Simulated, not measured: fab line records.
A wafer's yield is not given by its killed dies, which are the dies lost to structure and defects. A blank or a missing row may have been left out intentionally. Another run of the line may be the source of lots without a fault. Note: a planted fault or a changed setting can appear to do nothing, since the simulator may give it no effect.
Comparing a struck lot with a sound one    flow nandHarc    16 steps out of a route of 1302
Sound: wafers L987.1, L987.2, L987.3. Struck: wafer L979.4. (L979.1, L979.5 of the same lot were not struck and are left out.) The cause comes at the end.
For every step that has rows: the tool of each side, followed by ch and its chambers, followed by its first start. Under that, the readings that differ: sound wafers    struck wafers    difference of the means    sigmas: that difference in standard deviations of wafers without a fault.
alike: readings with means less than 2 such deviations apart, plus words and numbers identical on both sides. not compared: withheld readings, readings lacking a value on some wafer, bounds such as >300 that could conceal the same value, and numbers that have no deviation in the record and whose values overlap.
The two part at a step that has a row with sigmas, a row that says differs or no value, or rows on one side only. When numbers do not overlap yet have no deviation, they are printed without sigmas and do not part them. A reading that every wafer of one side lacks parts them only if that side has two wafers or more.

NHARC_A_ONON_D2_THK_MEAS_11: measures by ellipsometry.
  sound on filmMetro-02, day 18 12:43; struck on filmMetro-01, day 15 10:08
  alike: thkNm
next comes 1 step that has no rows for these wafers: NHARC_A_ONON_D2_DEP_12 (target thickness 1000 nm).
NHARC_A_ONON_D2_THK_MEAS_14: measures by ellipsometry.
  sound on filmMetro-01, day 18 13:17; struck on filmMetro-02, day 15 10:42
  alike: thkNm
then, 2 steps without rows for these wafers: NHARC_A_ONON_D2_ANNEAL_15 (time 3600 s); NHARC_A_ONON_D2_DEP_16 (target thk 1000 nm).
NHARC_A_ONON_D2_THK_MEAS_18: measures by ellipsometry.
  sound on filmMetro-01, day 18 21:20; struck on filmMetro-01, day 15 18:25
  alike: thkNm
next comes 1 step that has no rows for these wafers: NHARC_A_ONON_D2_DEP_19 (target thickness 1000 nm).
NHARC_A_ONON_D2_THK_MEAS_21: measures by ellipsometry.
  sound on filmMetro-01, day 18 21:53; struck on filmMetro-02, day 15 18:58
  alike: thkNm
next comes 1 step that has no rows for these wafers: NHARC_A_ONON_D2_DEP_22 (target thickness 1000 nm).
NHARC_A_ONON_D2_THK_MEAS_24: measures by ellipsometry.
  sound on filmMetro-02, day 18 22:28; struck on filmMetro-01, day 15 19:32
  alike: thkNm
next comes 1 step that has no rows for these wafers: NHARC_A_ONON_D2_DEP_25 (target thickness 1000 nm).
NHARC_A_ONON_D2_THK_MEAS_27: measures by ellipsometry.
  sound on filmMetro-02, day 18 23:02; struck on filmMetro-01, day 15 20:06
  alike: thkNm
NHARC_A_ONON_D2_DEP_28: target thk 1000 nm.
  sound on pecvdOnon-03 ch 0, day 18 23:05; struck on pecvdOnon-03 ch 0, day 15 20:10
  alike: sih4FlowSccm
NHARC_A_ONON_D2_THK_MEAS_30: measures by ellipsometry.
  sound on filmMetro-01, day 18 23:35; struck on filmMetro-01, day 15 20:40
reading     sound        struck  difference  sigmas
thkNm (nm)  994 994 994  560     -434        -33
NHARC_A_ONON_D2_DEP_33: deposits SiO2, target thk 200 nm.
  sound on pecvd-03 ch 0,1, day 18 23:39; struck on pecvd-03 ch 0, day 15 20:46
  alike: heaterPowerW, mfcPrecursorSccm, rfFwdPowerW, throttleValvePct
-- record jumps: 12 days between struck wafers' starts before vs after; left off in module A_ONON_D2, resumes in module END, first step shown is number 1302 of the route --
NHARC_END_SORT_01:
  only the struck wafers appear in the record here, on prober-02 ch 0 at day 27 13:32; the sound ones have no rows

## WHERE THEY PART
Last at NHARC_END_SORT_01 as far as this record goes, first at NHARC_A_ONON_D2_THK_MEAS_30.

WHY: what the simulator had put in
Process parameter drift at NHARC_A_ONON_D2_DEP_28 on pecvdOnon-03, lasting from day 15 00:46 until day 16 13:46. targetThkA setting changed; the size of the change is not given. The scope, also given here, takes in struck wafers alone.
